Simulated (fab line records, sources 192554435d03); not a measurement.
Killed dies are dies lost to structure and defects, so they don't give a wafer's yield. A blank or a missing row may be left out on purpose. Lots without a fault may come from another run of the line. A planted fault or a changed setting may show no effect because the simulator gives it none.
Split-lot experiment | flow n5_finfet | 7 lots, 21 wafers read, on a route of 1938 steps

THE SPLIT
At N5_DUMMY_GATE_COAT_09 (resist thk 30 nm), the setting spin_rpm was moved away from the recipe's 1500 rpm on 6 of the 21 wafers read, by -4.0% to +8.5%. The other wafers ran this setting at the recipe's value.

FROM THE SPLIT TO THE READING: what the file shows between them, 4 steps
- N5_DUMMY_GATE_EBR_11
- N5_DUMMY_GATE_SOFTBAKE_10: time 60 s
- N5_DUMMY_GATE_EXPOSE_12: exposes mask GATE, target cd 25 nm
- N5_DUMMY_GATE_PEB_13: peb time 60 s

THE READING
CAR-EUV_of_DUMMY_GATE_COAT_09.thk_nm (the simulator's own value, which no gauge read), in nm, at N5_DUMMY_GATE_DEVELOP_14 (develop time 30 s). The file gives no usual value for it. The 15 wafers here that ran the recipe average 29.5 nm, standard deviation 0.088 nm.

wafer  | tool, chamber at the split | spin_rpm as run, rpm | against the recipe | CAR-EUV_of_DUMMY_GATE_COAT_09.thk_nm, nm | against lot-mates on the recipe
L077.2 | litho_track-02, 0          | 1500                 | recipe             | 29.6                                     | -
L077.4 | litho_track-02, 0          | 1500                 | recipe             | 29.6                                     | -
L077.6 | litho_track-02, 0          | 1500                 | recipe             | 29.6                                     | -
L078.1 | litho_track-04, 0          | 1500                 | recipe             | 29.6                                     | -
L078.5 | litho_track-04, 0          | 1500                 | recipe             | 29.6                                     | -
L078.6 | litho_track-04, 0          | 1440                 | -4.0%              | 30.2                                     | +0.6
L079.4 | litho_track-02, 0          | 1500                 | recipe             | 29.6                                     | -
L079.5 | litho_track-02, 0          | 1500                 | recipe             | 29.6                                     | -
L079.6 | litho_track-02, 0          | 1500                 | recipe             | 29.4                                     | -
L082.1 | litho_track-01, 0          | 1549                 | +3.3%              | 29.2                                     | -0.4
L082.6 | litho_track-01, 0          | 1549                 | +3.3%              | 29.2                                     | -0.4
L082.4 | litho_track-01, 0          | 1500                 | recipe             | 29.6                                     | -
L084.3 | litho_track-02, 0          | 1500                 | recipe             | 29.4                                     | -
L084.4 | litho_track-02, 0          | 1500                 | recipe             | 29.4                                     | -
L084.5 | litho_track-02, 0          | 1500                 | recipe             | 29.4                                     | -
L086.2 | litho_track-01, 0          | 1500                 | recipe             | 29.6                                     | -
L086.4 | litho_track-01, 0          | 1500                 | recipe             | 29.6                                     | -
L086.3 | litho_track-01, 0          | 1620                 | +8.0%              | 28.4                                     | -1.2
L089.1 | litho_track-04, 0          | 1628                 | +8.5%              | 28.2                                     | -1.4
L089.3 | litho_track-04, 0          | 1628                 | +8.5%              | 28.4                                     | -1.2
L089.5 | litho_track-04, 0          | 1500                 | recipe             | 29.6                                     | -

THE FIT
A straight line over all 21 wafers: CAR-EUV_of_DUMMY_GATE_COAT_09.thk_nm changes by -0.145 nm for each +1% of spin_rpm; r = -0.98; the points scatter about the line by 0.095 nm.
The same after taking each lot's own level away (the mean of its wafers on the recipe; 21 wafers): -0.15 nm for each +1%; r = -0.99; scatter 0.057 nm.
On that fit, the largest move of spin_rpm shifts the reading by 1.3 nm.
The lots' own levels span 29.40 to 29.60 nm, that is 2.3 times the standard deviation above.
So the lot-to-lot level changes the slope little: the two slopes agree.
Check: with one of the wafers moved furthest among these (+8.5%) left out of the fit, the line predicts -1.22 nm for it against its lot-mates. It came out at -1.4 nm against them.

OTHER SPLITS ON THESE WAFERS
These wafers also went through other splits before the reading. Each is held against what the fit with the lots' levels taken away leaves over:
other split on the same wafers | wafers away from the commonest value | r with CAR-EUV_of_DUMMY_GATE_COAT_09.thk_nm (lot level and that fit taken away)
N5_FIN_CUT_COAT_02 spin_rpm    | 7                                    | -0.08
N5_DUMMY_GATE_COAT_28 spin_rpm | 12                                   | -0.18

THE WHOLE CHAIN: every reading that the file lists as answering this split, in the file's order
step                     | what it does      | reading                                                                               | change (the file's fit)               | r (the file's)
N5_DUMMY_GATE_COAT_09    | resist thk 30 nm  | CAR-EUV_of_DUMMY_GATE_COAT_09.thk_nm (the simulator's own value, which no gauge read) | -0.139 nm for each +1% of the setting | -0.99
N5_DUMMY_GATE_DEVELOP_14 | develop time 30 s | CAR-EUV_of_DUMMY_GATE_COAT_09.thk_nm (the simulator's own value, which no gauge read) | -0.149 nm for each +1% of the setting | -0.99

THE FILE'S OWN FIT
CAR-EUV_of_DUMMY_GATE_COAT_09.thk_nm changes by -0.149 nm for each +1% of spin_rpm, r = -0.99.
